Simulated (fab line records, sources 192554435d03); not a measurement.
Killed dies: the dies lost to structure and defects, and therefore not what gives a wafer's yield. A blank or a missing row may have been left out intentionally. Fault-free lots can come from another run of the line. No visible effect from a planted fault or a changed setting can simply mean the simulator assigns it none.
Which of the tools did it? || flow n5_finfet || 36 wafers from 12 lots sampled at 4 of the route's 1938 steps

WHAT THE GAUGES READ, wafer by wafer
N5_BEOL_M8_INSPECT_58: inspects for defects (darkfield).
{"lot": "L077", "measured": "day 10 20:30", "on": "defect_inspect-01", "raw_defect_count": "47 52 55"}
{"lot": "L079", "measured": "day 11 18:32", "on": "defect_inspect-02", "raw_defect_count": "66 32 55"}
{"lot": "L080", "measured": "day 11 19:11", "on": "defect_inspect-02", "raw_defect_count": "132 92 160"}
{"lot": "L074", "measured": "day 11 19:05", "on": "defect_inspect-01", "raw_defect_count": "56 54 41"}
{"lot": "L083", "measured": "day 12 11:17", "on": "defect_inspect-02", "raw_defect_count": "51 67 47"}
{"lot": "L085", "measured": "day 12 13:19", "on": "defect_inspect-02", "raw_defect_count": "52 70 55"}
{"lot": "L087", "measured": "day 14 04:04", "on": "defect_inspect-02", "raw_defect_count": "84 78 106"}
{"lot": "L089", "measured": "day 14 06:45", "on": "defect_inspect-01", "raw_defect_count": "63 58 73"}
{"lot": "L091", "measured": "day 14 15:16", "on": "defect_inspect-02", "raw_defect_count": "64 63 68"}
{"lot": "L093", "measured": "day 15 12:33", "on": "defect_inspect-01", "raw_defect_count": "115 69 51"}
{"lot": "L095", "measured": "day 16 00:55", "on": "defect_inspect-01", "raw_defect_count": "127 51 58"}
{"lot": "L097", "measured": "day 16 08:34", "on": "defect_inspect-01", "raw_defect_count": "53 56 41"}

WHAT TOOL EACH LOT RAN ON (gives the tool, then ch and the chambers of the sampled wafers, and finally the start)
{"lot": "L077", "N5_BEOL_M8_ILD_DEP_00": "pecvd-02 ch 0,1,2, day 10 08:30", "N5_BEOL_M8_VIA_ETCH_34": "rie_diel-05 ch 0,1,3, day 10 15:57", "N5_BEOL_M8_SURFACE_TREAT_79": "pvd_sputter-03, day 10 19:16"}
{"lot": "L079", "N5_BEOL_M8_ILD_DEP_00": "pecvd-02 ch 0,2, day 11 07:31", "N5_BEOL_M8_VIA_ETCH_34": "rie_diel-05 ch 2,3, day 11 15:02", "N5_BEOL_M8_SURFACE_TREAT_79": "pvd_sputter-02, day 11 17:11"}
{"lot": "L080", "N5_BEOL_M8_ILD_DEP_00": "pecvd-03 ch 0,2, day 11 08:26", "N5_BEOL_M8_VIA_ETCH_34": "rie_diel-05 ch 1,2, day 11 15:31", "N5_BEOL_M8_SURFACE_TREAT_79": "pvd_sputter-02, day 11 17:19"}
{"lot": "L074", "N5_BEOL_M8_ILD_DEP_00": "pecvd-01 ch 1,2, day 11 08:46", "N5_BEOL_M8_VIA_ETCH_34": "rie_diel-01 ch 0,1,3, day 11 15:37", "N5_BEOL_M8_SURFACE_TREAT_79": "pvd_sputter-02, day 11 17:21"}
{"lot": "L083", "N5_BEOL_M8_ILD_DEP_00": "pecvd-03 ch 0,1,2, day 12 03:11", "N5_BEOL_M8_VIA_ETCH_34": "rie_diel-03 ch 0,2,3, day 12 07:29", "N5_BEOL_M8_SURFACE_TREAT_79": "pvd_sputter-03, day 12 10:05"}
{"lot": "L085", "N5_BEOL_M8_ILD_DEP_00": "pecvd-03 ch 0,1,2, day 12 04:34", "N5_BEOL_M8_VIA_ETCH_34": "rie_diel-01 ch 0,1,3, day 12 10:11", "N5_BEOL_M8_SURFACE_TREAT_79": "pvd_sputter-03, day 12 11:21"}
{"lot": "L087", "N5_BEOL_M8_ILD_DEP_00": "pecvd-03 ch 0,1, day 13 21:18", "N5_BEOL_M8_VIA_ETCH_34": "rie_diel-03 ch 0,2,3, day 14 01:22", "N5_BEOL_M8_SURFACE_TREAT_79": "pvd_sputter-03, day 14 02:37"}
{"lot": "L089", "N5_BEOL_M8_ILD_DEP_00": "pecvd-02 ch 1,2, day 14 00:05", "N5_BEOL_M8_VIA_ETCH_34": "rie_diel-05 ch 0,1,3, day 14 03:28", "N5_BEOL_M8_SURFACE_TREAT_79": "pvd_sputter-01, day 14 05:16"}
{"lot": "L091", "N5_BEOL_M8_ILD_DEP_00": "pecvd-03 ch 1,2, day 14 06:31", "N5_BEOL_M8_VIA_ETCH_34": "rie_diel-05 ch 0,1,2, day 14 12:34", "N5_BEOL_M8_SURFACE_TREAT_79": "pvd_sputter-03, day 14 13:58"}
{"lot": "L093", "N5_BEOL_M8_ILD_DEP_00": "pecvd-02 ch 1,2, day 15 03:07", "N5_BEOL_M8_VIA_ETCH_34": "rie_diel-01 ch 0,2,3, day 15 09:50", "N5_BEOL_M8_SURFACE_TREAT_79": "pvd_sputter-03, day 15 11:16"}
{"lot": "L095", "N5_BEOL_M8_ILD_DEP_00": "pecvd-02 ch 1,2, day 15 16:13", "N5_BEOL_M8_VIA_ETCH_34": "rie_diel-01 ch 0,1,3, day 15 20:23", "N5_BEOL_M8_SURFACE_TREAT_79": "pvd_sputter-01, day 15 21:49"}
{"lot": "L097", "N5_BEOL_M8_ILD_DEP_00": "pecvd-03 ch 1,2, day 15 21:50", "N5_BEOL_M8_VIA_ETCH_34": "rie_diel-05 ch 0,1,3, day 16 05:10", "N5_BEOL_M8_SURFACE_TREAT_79": "pvd_sputter-02, day 16 06:35"}
- N5_BEOL_M8_ILD_DEP_00: deposits SiCOH lowk from DEMS/porogen, target thk 179.75 nm, time 33.4 s.
- N5_BEOL_M8_VIA_ETCH_34: etches SiCOH lowk in C4F6/O2, target depth 125.5 nm, time 50.5 s.
- N5_BEOL_M8_SURFACE_TREAT_79

THE ANSWER, worked out from the rows above alone
Rule: what is usual is taken from the lots themselves. The widest of any qualifying gaps counts: lots, ordered by their means at a reading, are off when they make up no more than a third of the lots, leave a main group of 4 or more, and stand apart from it by 3 or more times the standard deviation of that group's means. If all means in a main group match to the digits the tables above print for the reading, that group is not used. Also off: a lot with no number at a reading for which 4 or more lots have one. Any other lot the step has rows for is counted as sound.
Across all readings shown, no lot is off: no conclusion can be drawn from this.

WHAT HAD BEEN PUT IN BY THE SIMULATOR
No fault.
